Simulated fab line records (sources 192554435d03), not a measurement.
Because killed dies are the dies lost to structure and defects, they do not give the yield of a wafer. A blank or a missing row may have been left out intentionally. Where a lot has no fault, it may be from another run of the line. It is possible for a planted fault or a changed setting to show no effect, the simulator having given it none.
Comparing a struck lot with a sound one    flow n5-finfet    29 steps out of a route of 1938
Sound: these wafers, L597.1, L597.2, L597.4. Struck: wafers L619.1, L619.4, L619.5. The cause is named last.
For every step that has rows: the tool of each side, followed by ch and its chambers, followed by its first start. Under that, the readings that differ: sound wafers    struck wafers    difference of the means    sigmas: that difference in standard deviations of wafers without a fault.
alike: a reading whose means differ by less than 2 such deviations, as well as words and numbers matching on both sides. not compared: withheld readings; readings where some wafer has no value; bounds like >300 that might hide an equal value; numbers whose values overlap and for which the record gives no deviation.
The two part at a step that has a row with sigmas, a row that says differs or no value, or rows on one side only. Numbers that don't overlap but have no deviation are shown without sigmas and don't part them. Lack of a reading on every wafer of one side parts them only where that side has two or more wafers.

N5_BEOL_M14_VIA_ETCH_16: etches SiO2 in C4F8/O2/Ar, target depth 1231.3 nm.
  sound on rie-diel-06 ch 0,3, day 10 20:08; struck on rie-diel-06 ch 1,3, day 16 15:41
  alike: drypump-motor-current-A, oes-product-au, rf-vpp-V, showerhead-plenum-p-Torr, throttle-valve-pct
N5_BEOL_M14_STRIP_63: strips in O2.
  sound on rie-diel-06 ch 0,3; struck on rie-diel-06 ch 1,3
  alike: drypump-motor-current-A, oes-product-au, rf-vpp-V, showerhead-plenum-p-Torr, throttle-valve-pct
  not compared: rf-hours-counter-h
N5_BEOL_M14_STRIP_64: strips in O2.
  sound on rie-diel-06 ch 0,3; struck on rie-diel-06 ch 1,3
  alike: drypump-motor-current-A, oes-product-au, rf-vpp-V, showerhead-plenum-p-Torr, throttle-valve-pct
  not compared: rf-hours-counter-h
then, 2 steps without rows for these wafers: N5_BEOL_M14_STRIP_71 (strips in post etch residue remover, time 60 s); N5_BEOL_M14_SRD_72 (time 30 s, dry time 30 s).
N5_BEOL_M14_CD_MEAS_17: the cd target is 250 nm.
  struck on cd-sem-01, day 16 16:03; sound on cd-sem-02, day 10 20:29
  alike: cd-nm
then, 6 steps without rows for these wafers: N5_BEOL_M14_COAT_65 (time 60 s, resist thk 450 nm); N5_BEOL_M14_COAT_66 (time 60 s, resist thk 110 nm); N5_BEOL_M14_COAT_22 (resist thk 300 nm); N5_BEOL_M14_EBR_24; N5_BEOL_M14_SOFTBAKE_23 (time 60 s); N5_BEOL_M14_EXPOSE_25 (exposes mask M14, target cd 280 nm).
N5_BEOL_M14_PEB_26: peb time 90 s.
  sound on litho-track-05 ch 0, day 10 20:50; struck on litho-track-05 ch 0, day 16 16:23
reading                   sound                 struck                difference  sigmas
heater-power-total-W (W)  173.3 172.1 173.2     174.6 174.8 175.0     +1.9        +3
plate-temp-C (C)          129.97 129.89 129.83  131.42 131.09 131.20  +1.34       +9
then, 2 steps without rows for these wafers: N5_BEOL_M14_DEVELOP_27 (develop time 45 s); N5_BEOL_M14_HARDBAKE_32 (time 120 s).
N5_BEOL_M14_CD_MEAS_28: the cd target is 284.4 nm.
  sound on cd-sem-03 ch 0, day 10 20:56; struck on cd-sem-03 ch 0, day 16 16:30
reading     sound              struck             difference  sigmas
cd-nm (nm)  286.2 284.7 285.0  290.9 290.1 289.9  +5.0        +2
N5_BEOL_M14_OVL_MEAS_29:
  sound on overlay-01 ch 0, day 10 20:58; struck on overlay-02 ch 0, day 16 16:32
reading       sound     struck   difference  sigmas
M14_OVL (nm)  -4 -4 -6  6 11 11  +14         +2
N5_BEOL_M14_INSPECT_30: inspects for defects (macro).
  struck on defect-inspect-01, day 16 16:33; sound on defect-inspect-02, day 10 21:00
  alike: raw-defect-count
N5_BEOL_M14_DESCUM_33: chemistry O2, time 7.9 s.
  sound on rie-diel-04 ch 0,1,2, day 10 21:41; struck on rie-diel-06 ch 0,1, day 16 16:35
reading                    sound            struck             difference  sigmas
model.BEOL_M14.cd-nm (nm)  286.2 284.8 285  290.8 289.8 289.8  +4.8        
  alike: drypump-motor-current-A, oes-product-au, rf-vpp-V, showerhead-plenum-p-Torr, throttle-valve-pct
  not compared: rf-hours-counter-h
then, 1 step without rows for these wafers: N5_BEOL_M14_ETCH_67 (etches SiARC in CF4, target depth 143 nm, time 238.3 s).
N5_BEOL_M14_ETCH_68: etches SOC in N2/H2, time 450 s.
  sound on rie-diel-04 ch 0,1,2, day 10 21:52; struck on rie-diel-06 ch 0,1, day 16 16:46
  alike: drypump-motor-current-A, oes-product-au, rf-vpp-V, showerhead-plenum-p-Torr, throttle-valve-pct
  not compared: rf-hours-counter-h
then, 1 step without rows for these wafers: N5_BEOL_M14_STRIP_69 (strips in N2/H2).
N5_BEOL_M14_TRENCH_ETCH_34: etches SiO2 in C4F8/O2/Ar, target depth 556.65 nm, time 126.9 s.
  sound on rie-diel-04 ch 0,1,2, day 10 22:08; struck on rie-diel-06 ch 0,1, day 16 17:02
  alike: drypump-motor-current-A, oes-product-au, rf-vpp-V, showerhead-plenum-p-Torr, throttle-valve-pct
  not compared: rf-hours-counter-h
then, 1 step without rows for these wafers: N5_BEOL_M14_STRIP_70 (strips in C4F8/O2/Ar).
N5_BEOL_M14_OCD_MEAS_35:
  struck on ocd-01, day 16 17:12; sound on ocd-01, day 10 22:17
  alike: trench-depth-nm
then, 1 step without rows for these wafers: N5_BEOL_M14_STRIP_37 (strips in O2).
N5_BEOL_M14_ETCH_38: etches SiCN in CF4/N2, target depth 106.5 nm, time 120.6 s.
  sound on rie-diel-04 ch 0,1,3; struck on rie-diel-06 ch 0,3
reading                    sound              struck           difference  sigmas
model.BEOL_M14.cd-nm (nm)  280.8 278.8 282.2  286.4 285.2 285  +4.9        
  alike: drypump-motor-current-A, oes-product-au, rf-vpp-V, showerhead-plenum-p-Torr, throttle-valve-pct
  not compared: rf-hours-counter-h
then, 1 step without rows for these wafers: N5_BEOL_M14_PRECLEAN_39 (cleans in residue remover, time 60 s).
N5_PASSIVATION_PROBE_49:
  struck on prober-02, day 17 17:03; sound on prober-02, day 12 00:28
  alike: defect-limited-yield, killed_at_M0_to_M3, killed_at_M4_up, killed-at-contacts, killed-at-front-end, killed-at-other, killed-dies, killed-open, killed-short, sort_bin_5_function, sort_bin_6_memory, sort-n-pass, sort-yield-pct

== WHERE THEY PART ==
Last at N5_BEOL_M14_OVL_MEAS_29 as far as this record goes, first at N5_BEOL_M14_PEB_26. Later steps at which nothing parts them and some readings are alike: N5_BEOL_M14_INSPECT_30, N5_BEOL_M14_DESCUM_33, N5_BEOL_M14_ETCH_68, N5_BEOL_M14_TRENCH_ETCH_34, N5_BEOL_M14_OCD_MEAS_35, N5_BEOL_M14_ETCH_38, N5_PASSIVATION_PROBE_49.

WHY: whatever the simulator had introduced
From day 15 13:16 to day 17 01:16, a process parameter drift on litho-track-05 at N5_BEOL_M14_PEB_26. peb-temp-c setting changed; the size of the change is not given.
